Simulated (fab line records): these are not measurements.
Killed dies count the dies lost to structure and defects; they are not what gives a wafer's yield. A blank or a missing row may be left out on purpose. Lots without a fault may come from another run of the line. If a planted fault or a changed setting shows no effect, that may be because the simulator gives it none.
fab line records	flow n5-finfet	part 1 of 2: steps 1 to 4 of 6
record lots=24	wafers=72	last-day=18
route steps=1938 shown GATE_CUT@487 MOL_CONTACT_COAG@537
lots that met no fault: taken from a fault-free run of the same line
start-h: hours from the record's opening day to when the first of the lot's shown wafers began	wait-h: hours elapsed since this lot's preceding step	" identical to the entry in the row above	L1.1+2: a row that stands for several wafers	- value missing, or start not given	* or withheld: withheld	< > ~ a bound
route shown NAME@n: names a module that has steps shown in the file, with the first one's number in the route	usual: mean/standard deviation of fault-free wafers	same: alike in all rows	chamber/n: place in a boat	sites: per-site readings	_std_site: their standard deviation	_edge_site: the outer-site mean with the inner-site mean subtracted	radius-mm: how far each site lies from the wafer's centre	mask NAME#n: copy n	behind: the tool/chamber that last shaped the wafer	hold: the reason the lot was held/the length of the hold in hours/how it ended	device: names the non-switching transistor (n, p or np)	end of line: the same wafers' tests at the end of the route	a step without rows: its recipe alone	killed: dies lost to structure and defects at the first sort, not the wafer's yield	map: the dies of a wafer, with x for killed, . for not killed, _ for no die there
set.NAME: the setting that was run; set.NAME@STEP: the one run at that earlier step	model.NAME: the simulator's own value behind a step, which no gauge read
the route's steps for a sample of lots (tables are steps, rows are wafers)
services: from which hour (start-h, from the record's first day; less than 0 if before it) a tool's chamber was out of use, for how many hours, and why
## steps
# step N5_GATE_CUT_CD_MEAS_13
# recipe target-cd-nm=20	landing-energy-ev=500	detector=se-inlens
# usual cd-nm=20.02/0.23
lot.wafer	tool	chamber	start-h	wait-h	cd-nm
L074.1	cd-sem-03	0	83.91	-	20.23
L074.4	"	0	"	"	20.31
L074.5	"	0	"	"	19.72
L075.2	cd-sem-01	0	88.37	-	19.95
L075.4	"	0	"	"	20.20
L075.6	"	0	"	"	20.40
L076.1	cd-sem-02	0	95.55	-	19.86
L076.2	"	0	"	"	20.22
L076.4	"	0	"	"	19.96
L077.1	cd-sem-02	0	101.65	-	19.99
L077.2	"	0	"	"	20.24
L077.5	"	0	"	"	20.26
L078.2	cd-sem-02	0	112.24	-	20.00
L078.4	"	0	"	"	20.00
L078.6	"	0	"	"	19.63
L079.3	cd-sem-01	0	116.10	-	19.67
L079.4	"	0	"	"	19.55
L079.6	"	0	"	"	19.74
L080.3	cd-sem-01	0	123.45	-	19.85
L080.5	"	0	"	"	19.43
L080.6	"	0	"	"	19.59
L081.2	cd-sem-01	0	129.29	-	20.10
L081.3	"	0	"	"	20.34
L081.4	"	0	"	"	20.44
L082.2	cd-sem-01	0	135.65	-	20.26
L082.4	"	0	"	"	20.16
L082.6	"	0	"	"	20.49
L083.1	cd-sem-02	0	138.47	-	19.84
L083.2	"	0	"	"	19.87
L083.3	"	0	"	"	20.24
L084.2	cd-sem-03	0	147.72	-	19.73
L084.4	"	0	"	"	19.82
L084.5	"	0	"	"	19.90
L085.1	cd-sem-01	0	154.25	-	20.00
L085.3	"	0	"	"	20.25
L085.5	"	0	"	"	19.95
L086.2	cd-sem-03	0	160.92	-	20.02
L086.3	"	0	"	"	19.70
L086.6	"	0	"	"	20.18
L087.1	cd-sem-03	0	164.30	-	19.91
L087.3	"	0	"	"	19.81
L087.6	"	0	"	"	20.34
L088.1	cd-sem-02	0	171.37	-	20.09
L088.4	"	0	"	"	20.18
L088.6	"	0	"	"	20.22
L089.1	cd-sem-01	0	175.52	-	19.84
L089.5	"	0	"	"	19.87
L089.6	"	0	"	"	19.78
L090.1	cd-sem-01	0	180.12	-	20.19
L090.3	"	0	"	"	19.90
L090.4	"	0	"	"	20.29
L091.2	cd-sem-02	0	186.90	-	20.13
L091.5	"	0	"	"	20.06
L091.6	"	0	"	"	19.83
L092.1	cd-sem-02	0	193.84	-	20.27
L092.2	"	0	"	"	19.53
L092.4	"	0	"	"	20.26
L093.1	cd-sem-03	0	201.45	-	19.97
L093.3	"	0	"	"	20.04
L093.4	"	0	"	"	20.20
L094.1	cd-sem-01	0	202.86	-	20.28
L094.5	"	0	"	"	20.55
L094.6	"	0	"	"	19.93
L095.3	cd-sem-01	0	210.51	-	20.24
L095.4	"	0	"	"	19.70
L095.6	"	0	"	"	20.07
L096.1	cd-sem-01	0	224.69	-	20.13
L096.4	"	0	"	"	20.18
L096.5	"	0	"	"	20.22
L097.1	cd-sem-03	0	227.80	-	20.28
L097.3	"	0	"	"	19.66
L097.5	"	0	"	"	20.07
# step N5_GATE_CUT_ETCH_19
# recipe chemistry=CH3F/O2	target=SiNx	mask-material=SiO2	target-depth-a=537	time-s=76.7	pressure-mtorr=30	source-w=395	bias-w=73	Ar_flow_sccm=150	CH3F_flow_sccm=30	O2_flow_sccm=20	ion-energy-ev=120	ends=cleared
# usual O2_flow_sccm=20.00/0.06	drypump-motor-current-A=5.8/0.45	etch-rf-on-time-s=77.1/1.2	oes-product-au=0.65/0.062	rf-vpp-V=296/3	showerhead-plenum-p-Torr=1.97/0.065	throttle-valve-pct=16.35/0.22
lot.wafer	tool	chamber	start-h	wait-h	O2_flow_sccm	drypump-motor-current-A	etch-rf-on-time-s	oes-product-au	rf-hours-counter-h	rf-vpp-V	showerhead-plenum-p-Torr	throttle-valve-pct
L074.1	rie-diel-04	3	84.32	0.0	20.00	5.8	76.9	0.63	185	296	1.98	16.49
L074.4	"	2	"	"	19.99	5.7	78.7	0.59	220	296	1.98	16.56
L074.5	"	2	"	"	19.91	5.7	78.5	0.59	-	295	1.98	16.56
L075.2	rie-diel-03	0	88.92	0.0	20.07	6.1	77.1	0.66	150	298	1.92	16.46
L075.4	"	3	"	"	20.08	6.2	77.4	0.70	80	291	1.94	16.28
L075.6	"	1	"	"	19.95	4.7	77.1	0.58	-	298	2.06	16.47
L076.1	rie-diel-03	0	95.96	0.0	20.00	6.1	76.5	0.67	152	298	1.92	16.46
L076.2	"	3	"	"	20.01	6.2	77.3	0.70	82	291	1.94	16.29
L076.4	"	2	"	"	20.00	6.2	77.7	0.64	142	295	1.93	16.29
L077.1	rie-diel-03	2	102.11	0.0	20.08	6.2	77.5	0.64	144	295	1.93	16.31
L077.2	"	0	"	"	20.05	6.1	76.0	0.67	155	298	1.92	16.45
L077.5	"	0	"	"	20.07	6.0	77.1	0.66	-	297	1.92	16.48
L078.2	rie-diel-02	3	112.64	0.0	20.07	6.3	77.2	0.60	236	301	2.05	16.21
L078.4	"	1	"	"	19.99	5.7	75.7	0.67	119	292	1.85	15.90
L078.6	"	0	"	"	20.04	5.7	78.6	0.65	-	295	2.02	16.53
L079.3	rie-diel-03	1	116.50	0.0	19.96	4.7	76.8	0.58	236	298	2.06	16.50
L079.4	"	2	"	"	20.11	6.2	76.9	0.64	147	295	1.92	16.32
L079.6	"	3	"	"	19.89	6.2	76.9	0.70	-	291	1.94	16.31
L080.3	rie-diel-03	3	124.70	0.0	20.04	6.2	77.7	0.69	89	292	1.94	16.30
L080.5	"	2	"	"	19.94	6.2	77.5	0.63	-	294	1.92	16.33
L080.6	"	3	"	"	20.14	6.2	78.2	0.69	-	291	1.94	16.28
L081.2	rie-diel-03	0	129.70	0.0	20.05	6.1	75.8	0.66	162	297	1.92	16.49
L081.3	"	1	"	"	20.08	4.7	76.3	0.58	239	299	2.06	16.51
L081.4	"	2	"	"	20.09	6.2	76.0	0.64	150	295	1.92	16.32
L082.2	rie-diel-04	3	136.18	0.0	19.96	5.8	77.4	0.62	200	295	1.98	16.54
L082.4	"	1	"	"	20.06	6.1	78.5	0.64	144	302	2.09	16.23
L082.6	"	2	"	"	20.00	5.7	79.6	0.58	-	298	1.98	16.60
L083.1	rie-diel-02	3	138.88	0.0	19.86	6.3	78.6	0.59	244	298	2.05	16.22
L083.2	"	2	"	"	19.99	5.2	78.6	0.57	249	297	1.97	16.27
L083.3	"	0	"	"	19.87	5.7	78.7	0.64	130	296	2.01	16.55
L084.2	rie-diel-02	0	148.13	0.0	20.03	5.7	78.2	0.65	134	296	2.01	16.56
L084.4	"	1	"	"	20.05	5.7	76.2	0.66	-	293	1.85	15.90
L084.5	"	0	"	"	19.98	5.7	78.6	0.63	-	296	2.01	16.56
L085.1	rie-diel-04	2	155.04	0.0	20.10	5.7	78.8	0.58	240	295	1.97	16.60
L085.3	"	3	"	"	20.03	5.9	76.8	0.62	204	296	1.98	16.54
L085.5	"	3	"	"	19.93	5.9	77.6	0.62	-	297	1.98	16.55
L086.2	rie-diel-03	1	161.32	0.0	20.05	4.7	77.5	0.57	248	300	2.05	16.53
L086.3	"	2	"	"	19.93	6.2	77.0	0.62	159	296	1.92	16.33
L086.6	"	0	"	"	19.98	6.1	76.6	0.66	-	297	1.91	16.51
L087.1	rie-diel-02	0	164.71	0.0	20.05	5.7	77.4	0.64	140	295	2.01	16.57
L087.3	"	1	"	"	19.94	5.7	75.4	0.66	131	293	1.85	15.92
L087.6	"	1	"	"	19.92	5.7	75.5	0.65	-	292	1.85	15.93
L088.1	rie-diel-04	0	172.15	0.0	20.05	5.6	77.7	0.59	199	298	1.98	16.66
L088.4	"	2	"	"	19.99	5.7	79.5	0.57	247	293	1.97	16.63
L088.6	"	2	"	"	20.02	5.7	79.1	0.57	-	295	1.97	16.61
L089.1	rie-diel-02	0	175.93	0.0	20.02	5.7	78.1	0.63	144	294	2.01	16.58
L089.5	"	3	"	"	20.10	6.3	78.3	0.57	-	300	2.05	16.23
L089.6	"	0	"	"	20.02	5.7	77.8	0.63	-	295	2.01	16.59
L090.1	rie-diel-03	3	180.53	0.0	20.01	6.2	77.6	0.68	105	291	1.94	16.33
L090.3	"	2	"	"	20.01	6.2	77.6	0.63	165	294	1.92	16.34
L090.4	"	0	"	"	19.95	6.1	77.2	0.64	-	297	1.91	16.51
L091.2	rie-diel-04	1	187.31	0.0	19.83	6.1	77.4	0.64	159	302	2.08	16.25
L091.5	"	0	"	"	19.96	5.6	78.1	0.60	-	297	1.98	16.66
L091.6	"	3	"	"	19.96	5.8	78.4	0.61	-	298	1.97	16.56
L092.1	rie-diel-02	1	194.25	0.0	20.00	5.7	75.8	0.65	142	292	1.84	15.94
L092.2	"	0	"	"	20.01	5.7	77.7	0.63	151	295	2.01	16.60
L092.4	"	3	"	"	20.01	6.3	75.3	0.83	1	300	2.04	15.76
L093.1	rie-diel-04	1	201.85	0.0	19.96	6.1	77.3	0.63	166	301	2.08	16.27
L093.3	"	2	"	"	19.99	5.7	75.8	0.85	0	295	1.97	16.15
L093.4	"	0	"	"	19.99	5.6	77.7	0.59	210	297	1.98	16.68
L094.1	rie-diel-03	0	203.27	0.0	20.03	6.1	76.6	0.64	185	296	1.91	16.51
L094.5	"	2	"	"	20.02	6.2	76.4	0.62	-	294	1.92	16.37
L094.6	"	1	"	"	19.89	4.7	73.9	0.85	-	299	2.05	16.06
L095.3	rie-diel-02	1	210.93	0.0	20.02	5.7	75.9	0.65	147	292	1.84	15.96
L095.4	"	0	"	"	19.98	5.7	77.9	0.63	157	295	2.01	16.60
L095.6	"	3	"	"	19.92	6.3	75.5	0.80	-	299	2.04	15.79
L096.1	rie-diel-03	2	225.10	0.0	20.05	6.2	76.7	0.61	179	295	1.91	16.38
L096.4	"	0	"	"	20.07	6.1	76.6	0.63	191	296	1.91	16.54
L096.5	"	3	"	"	20.12	6.2	77.1	0.67	-	292	1.93	16.35
L097.1	rie-diel-03	0	228.21	0.0	19.94	6.1	76.3	0.63	193	295	1.91	16.54
L097.3	"	2	"	"	19.93	6.2	76.3	0.63	180	294	1.91	16.38
L097.5	"	1	"	"	19.95	4.7	73.8	0.82	-	300	2.05	16.06
# step N5_GATE_CUT_CUT_ETCH_53
# recipe chemistry=SF6/Cl2	target=W	mask-material=SiO2	target-depth-a=792	pressure-mtorr=8	icp-w=900	bias-w=80	SF6_flow_sccm=40	Cl2_flow_sccm=60	ends=cleared
# usual drypump-motor-current-A=5.8/0.33	etch-rf-on-time-s=26.3/0.46	oes-product-au=0.71/0.1	throttle-valve-pct=28.74/0.1
lot.wafer	tool	chamber	start-h	wait-h	drypump-motor-current-A	etch-rf-on-time-s	oes-product-au	rf-hours-counter-h	throttle-valve-pct
L074.1	rie-metal-02	0	84.43	0.1	6.1	25.5	0.77	23	28.73
L074.4	"	1	"	"	6.2	26.0	0.53	-	28.66
L074.5	"	1	"	"	6.2	26.0	0.53	-	28.66
L075.2	rie-metal-01	0	89.03	0.1	5.6	26.3	0.85	5	28.74
L075.4	"	1	"	"	5.3	26.6	0.59	-	28.89
L075.6	"	1	"	"	5.3	26.9	0.58	-	28.90
L076.1	rie-metal-01	1	96.06	0.1	5.3	26.6	0.59	100	28.89
L076.2	"	0	"	"	5.6	26.3	0.84	6	28.76
L076.4	"	1	"	"	5.3	26.6	0.59	-	28.89
L077.1	rie-metal-03	1	102.21	0.1	5.8	27.1	0.72	31	28.70
L077.2	"	0	"	"	6.1	26.0	0.60	95	28.69
L077.5	"	0	"	"	6.1	25.9	0.60	-	28.71
L078.2	rie-metal-02	0	112.77	0.1	6.2	25.6	0.77	-	28.75
L078.4	"	0	"	"	6.2	25.7	0.76	-	28.74
L078.6	"	0	"	"	6.2	25.5	0.76	-	28.74
L079.3	rie-metal-02	0	116.65	0.1	6.2	25.9	0.75	-	28.75
L079.4	"	0	"	"	6.2	26.0	0.76	-	28.74
L079.6	"	0	"	"	6.2	25.8	0.76	-	28.75
L080.3	rie-metal-02	0	124.82	0.1	6.1	25.7	0.75	-	28.77
L080.5	"	0	"	"	6.2	25.7	0.76	-	28.76
L080.6	"	1	"	"	6.2	26.1	0.90	-	28.52
L081.2	rie-metal-01	1	129.81	0.1	5.4	26.7	0.58	103	28.88
L081.3	"	0	"	"	5.6	26.4	0.82	-	28.74
L081.4	"	1	"	"	5.3	26.8	0.58	-	28.89
L082.2	rie-metal-01	0	136.29	0.1	5.5	26.1	0.82	9	28.75
L082.4	"	0	"	"	5.5	26.3	0.82	-	28.76
L082.6	"	1	"	"	5.4	26.8	0.58	-	28.90
L083.1	rie-metal-02	0	138.98	0.1	6.2	26.0	0.74	29	28.74
L083.2	"	1	"	"	6.2	26.1	0.87	1	28.51
L083.3	"	1	"	"	6.2	26.0	0.88	-	28.52
L084.2	rie-metal-03	0	148.24	0.1	6.1	25.9	0.60	98	28.72
L084.4	"	0	"	"	6.1	26.0	0.60	-	28.72
L084.5	"	1	"	"	5.8	27.1	0.71	-	28.70
L085.1	rie-metal-01	0	155.15	0.1	5.6	26.1	0.82	10	28.76
L085.3	"	0	"	"	5.6	26.3	0.81	-	28.74
L085.5	"	0	"	"	5.6	26.2	0.81	-	28.74
L086.2	rie-metal-03	1	161.43	0.1	5.8	26.8	0.71	37	28.71
L086.3	"	0	"	"	6.1	25.9	0.60	-	28.72
L086.6	"	0	"	"	6.1	25.6	0.61	-	28.71
L087.1	rie-metal-03	1	164.82	0.1	5.8	27.1	0.71	37	28.70
L087.3	"	0	"	"	6.1	25.9	0.59	-	28.71
L087.6	"	0	"	"	6.1	26.0	0.60	-	28.72
L088.1	rie-metal-02	0	172.25	0.1	6.2	26.1	0.74	32	28.76
L088.4	"	0	"	"	6.2	25.7	0.74	-	28.74
L088.6	"	1	"	"	6.2	26.0	0.85	-	28.53
L089.1	rie-metal-03	0	176.03	0.1	6.1	26.1	0.59	100	28.70
L089.5	"	0	"	"	6.1	26.1	0.59	-	28.72
L089.6	"	1	"	"	5.8	27.2	0.70	-	28.69
L090.1	rie-metal-02	0	180.63	0.1	6.2	25.7	0.74	33	28.75
L090.3	"	1	"	"	6.2	25.8	0.84	-	28.53
L090.4	"	0	"	"	6.1	25.8	0.74	-	28.75
L091.2	rie-metal-01	1	187.41	0.1	5.3	26.2	0.58	107	28.90
L091.5	"	1	"	"	5.3	26.5	0.58	-	28.91
L091.6	"	0	"	"	5.6	26.1	0.80	-	28.75
L092.1	rie-metal-02	1	194.37	0.1	6.2	26.0	0.84	6	28.52
L092.2	"	0	"	"	6.2	25.7	0.73	34	28.77
L092.4	"	1	"	"	6.2	26.1	0.83	-	28.52
L093.1	rie-metal-01	0	201.96	0.1	5.5	26.2	0.80	14	28.76
L093.3	"	1	"	"	5.4	26.4	0.57	-	28.89
L093.4	"	0	"	"	5.6	25.9	0.79	-	28.75
L094.1	rie-metal-03	0	203.38	0.1	6.1	26.2	0.59	103	28.70
L094.5	"	0	"	"	6.1	26.0	0.59	-	28.72
L094.6	"	1	"	"	5.8	27.0	0.70	-	28.71
L095.3	rie-metal-03	1	211.05	0.1	5.8	27.3	0.69	-	28.71
L095.4	"	0	"	"	6.1	26.0	0.59	-	28.72
L095.6	"	1	"	"	5.8	27.0	0.69	-	28.70
L096.1	rie-metal-01	1	225.21	0.1	5.4	26.9	0.57	110	28.91
L096.4	"	0	"	"	5.6	26.5	0.79	-	28.75
L096.5	"	1	"	"	5.4	26.4	0.58	-	28.92
L097.1	rie-metal-01	0	228.31	0.1	5.6	26.3	0.79	16	28.77
L097.3	"	0	"	"	5.5	26.5	0.79	-	28.75
L097.5	"	1	"	"	5.3	26.8	0.56	-	28.91
# step N5_GATE_CUT_VAPOR_ETCH_51
# recipe chemistry=BCl3/Cl2	target=HfO2	mode=isotropic
# usual drypump-motor-current-A=5.8/0.33	oes-product-au=0.79/0.11
lot.wafer	tool	chamber	start-h	wait-h	drypump-motor-current-A	oes-product-au
L074.1	rie-metal-02	0	84.67	0.0	6.2	0.85
L074.4	"	1	"	"	6.2	0.59
L074.5	"	1	"	"	6.2	0.60
L075.2	rie-metal-01	0	89.27	0.0	5.5	0.93
L075.4	"	1	"	"	5.3	0.66
L075.6	"	1	"	"	5.3	0.65
L076.1	rie-metal-01	1	96.30	0.0	5.4	0.66
L076.2	"	0	"	"	5.6	0.93
L076.4	"	1	"	"	5.4	0.66
L077.1	rie-metal-03	1	102.45	0.0	5.8	0.81
L077.2	"	0	"	"	6.1	0.66
L077.5	"	0	"	"	6.1	0.66
L078.2	rie-metal-02	0	113.24	0.1	6.2	0.83
L078.4	"	0	"	"	6.2	0.84
L078.6	"	0	"	"	6.2	0.84
L079.3	rie-metal-02	0	117.11	0.1	6.1	0.83
L079.4	"	0	"	"	6.2	0.82
L079.6	"	0	"	"	6.2	0.83
L080.3	rie-metal-02	0	125.05	0.0	6.2	0.82
L080.5	"	0	"	"	6.2	0.83
L080.6	"	1	"	"	6.2	0.99
L081.2	rie-metal-01	1	130.05	0.0	5.3	0.66
L081.3	"	0	"	"	5.5	0.92
L081.4	"	1	"	"	5.4	0.65
L082.2	rie-metal-01	0	136.53	0.0	5.6	0.91
L082.4	"	0	"	"	5.6	0.91
L082.6	"	1	"	"	5.4	0.64
L083.1	rie-metal-02	0	139.22	0.0	6.2	0.82
L083.2	"	1	"	"	6.2	0.98
L083.3	"	1	"	"	6.2	0.97
L084.2	rie-metal-03	0	148.48	0.0	6.1	0.65
L084.4	"	0	"	"	6.1	0.65
L084.5	"	1	"	"	5.8	0.79
L085.1	rie-metal-01	0	155.39	0.0	5.5	0.92
L085.3	"	0	"	"	5.5	0.90
L085.5	"	0	"	"	5.5	0.90
L086.2	rie-metal-03	1	161.67	0.0	5.8	0.80
L086.3	"	0	"	"	6.1	0.65
L086.6	"	0	"	"	6.1	0.65
L087.1	rie-metal-03	1	165.06	0.0	5.8	0.79
L087.3	"	0	"	"	6.1	0.65
L087.6	"	0	"	"	6.1	0.66
L088.1	rie-metal-02	0	172.49	0.0	6.2	0.82
L088.4	"	0	"	"	6.2	0.83
L088.6	"	1	"	"	6.2	0.95
L089.1	rie-metal-03	0	176.27	0.0	6.1	0.65
L089.5	"	0	"	"	6.1	0.66
L089.6	"	1	"	"	5.8	0.79
L090.1	rie-metal-02	0	180.87	0.0	6.2	0.81
L090.3	"	1	"	"	6.2	0.94
L090.4	"	0	"	"	6.2	0.81
L091.2	rie-metal-01	1	187.65	0.0	5.3	0.64
L091.5	"	1	"	"	5.3	0.64
L091.6	"	0	"	"	5.6	0.89
L092.1	rie-metal-02	1	194.61	0.0	6.2	0.93
L092.2	"	0	"	"	6.1	0.81
L092.4	"	1	"	"	6.2	0.93
L093.1	rie-metal-01	0	202.20	0.0	5.6	0.88
L093.3	"	1	"	"	5.3	0.64
L093.4	"	0	"	"	5.5	0.88
L094.1	rie-metal-03	0	203.62	0.0	6.1	0.65
L094.5	"	0	"	"	6.1	0.65
L094.6	"	1	"	"	5.8	0.79
L095.3	rie-metal-03	1	211.28	0.0	5.8	0.78
L095.4	"	0	"	"	6.1	0.65
L095.6	"	1	"	"	5.8	0.77
L096.1	rie-metal-01	1	225.45	0.0	5.3	0.63
L096.4	"	0	"	"	5.5	0.87
L096.5	"	1	"	"	5.4	0.64
L097.1	rie-metal-01	0	228.55	0.0	5.5	0.87
L097.3	"	0	"	"	5.5	0.88
L097.5	"	1	"	"	5.4	0.64
